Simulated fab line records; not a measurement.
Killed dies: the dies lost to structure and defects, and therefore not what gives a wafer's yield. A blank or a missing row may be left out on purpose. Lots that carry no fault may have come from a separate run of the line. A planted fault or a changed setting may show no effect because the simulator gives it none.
Problem report, 8D (eight disciplines) form, completed by code -- flow n5Finfet -- the parts of the form that need people (team, actions taken, sign-off) are left out

== 1. WHAT IS WRONG ==
Wafers without a fault read 150.0 W, standard deviation 0.4; biasW at N5_BEOL_M1_ETCH_70 reads a mean of 157.7 W on 2 wafers belonging to 2 lots. Measured from the usual mean, that is +19 standard deviations.
The step: etches SOC in N2/H2, target depth 80 nm, overetch 16 nm, time 120 s.
Seen first at day 11 10:59 on rieDiel-05, wafer L317.6. At this step, 27 wafers from 9 lots have a number in the record. The rule behind "out" and "out of limits": a value lying over 4 standard deviations away from the usual mean. Any other wafer with a number is counted as sound.

== 2. WHAT IT IS; WHAT IT IS NOT ==
question,is,is not
which readings at this step,"biasW, rfVppV","drypumpMotorCurrentA, oesProductAu, showerheadPlenumPTorr, tempC, throttleValvePct"
which lots,"L317, L318","L299, L305, L306, L307, L308, L311, L313"
which wafers of those lots,"L317.6, L318.6","L317.4, L317.5, L318.1, L318.3"
read on which tools,rieDiel-05,rieDiel-04
when,from day 11 10:59,up to then (23 sound wafers); but 2 sound wafers of L318 came after

== 3. SUSPECTS, AND WHAT RULES EACH OUT ==
Counting: any tool at a process step up to the reading remains a suspect provided it ran every lot that is out. Sound lots after the first of them don't rule it out here, since some wafers of a struck lot are sound.
- aldSin-01 at N5_BEOL_M1_ALD_98 (deposits SiO2, target thk 2.5 nm, pulse time 1 s, co reactant pulse time 1 s): kept. It ran every lot that is out, first L317 (day 11 10:08); its last sound lot up to then is L299 (day 11 05:49).
- rieDiel-05 at N5_BEOL_M1_ETCHBACK_99 (etches SiO2 in CHF3, target depth 5 nm, time 10.4 s): kept. It ran every lot that is out, first L317 (day 11 10:57); its last sound lot up to then is L313 (day 10 03:24).
- rieDiel-05 at N5_BEOL_M1_ETCH_70 (etches SOC in N2/H2, target depth 80 nm, overetch 16 nm, time 120 s): kept. It ran every lot that is out, first L317 (day 11 10:59); its last sound lot up to then is L313 (day 10 03:26). On those wafers its own readings are out: biasW, rfVppV.
- In rieDiel-05 at N5_BEOL_M1_ETCHBACK_99, the wafers that are out were processed in chamber 1 and their sound lot-mates in chambers 0, 2.
- In rieDiel-05 at N5_BEOL_M1_ETCH_70, the wafers that are out were processed in chamber 1 and their sound lot-mates in chambers 0, 2.
The count leaves aldSin-01 at N5_BEOL_M1_ALD_98, rieDiel-05 at N5_BEOL_M1_ETCHBACK_99, and rieDiel-05 at N5_BEOL_M1_ETCH_70.

== 4. THE CAUSE (what the simulator had put in) ==
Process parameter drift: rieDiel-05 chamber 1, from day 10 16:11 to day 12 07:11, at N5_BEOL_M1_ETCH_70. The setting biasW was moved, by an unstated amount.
Counting left 3 suspects, and this tool is among them.

== 5. SEQUENCE OF EFFECTS, ordered by route ==
Each row: a reading where the mean over the struck wafers with a number is more than 3 standard deviations away from the usual. Only readings for which the record gives a usual standard deviation are gone through. hours: the time from each lot's start at the first step in this table that gives one to its start at this step, as a median over the lots. sigmas: the change in usual standard deviations.
hours,step,reading,usual,on struck wafers,change,sigmas
0,N5_BEOL_M1_ETCH_70,biasW,150.0 W,157.7,+7.7,+19
0,N5_BEOL_M1_ETCH_70,rfVppV,524.5 V,542.0,+17.5,+7.3
Its process steps:
- N5_BEOL_M1_ETCH_70: etches SOC in N2/H2, target depth 80 nm, overetch 16 nm, time 120 s.
At these later measuring or inspecting steps, every struck wafer for which the step has a row has a number for every such reading, and none has moved that far: N5_BEOL_M4_RC_MEAS_101.

== 6. WHAT WOULD HAVE CAUGHT IT SOONER ==
First out-of-limits reading in this record: day 11 10:59, which is 19 hours after fault onset at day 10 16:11.
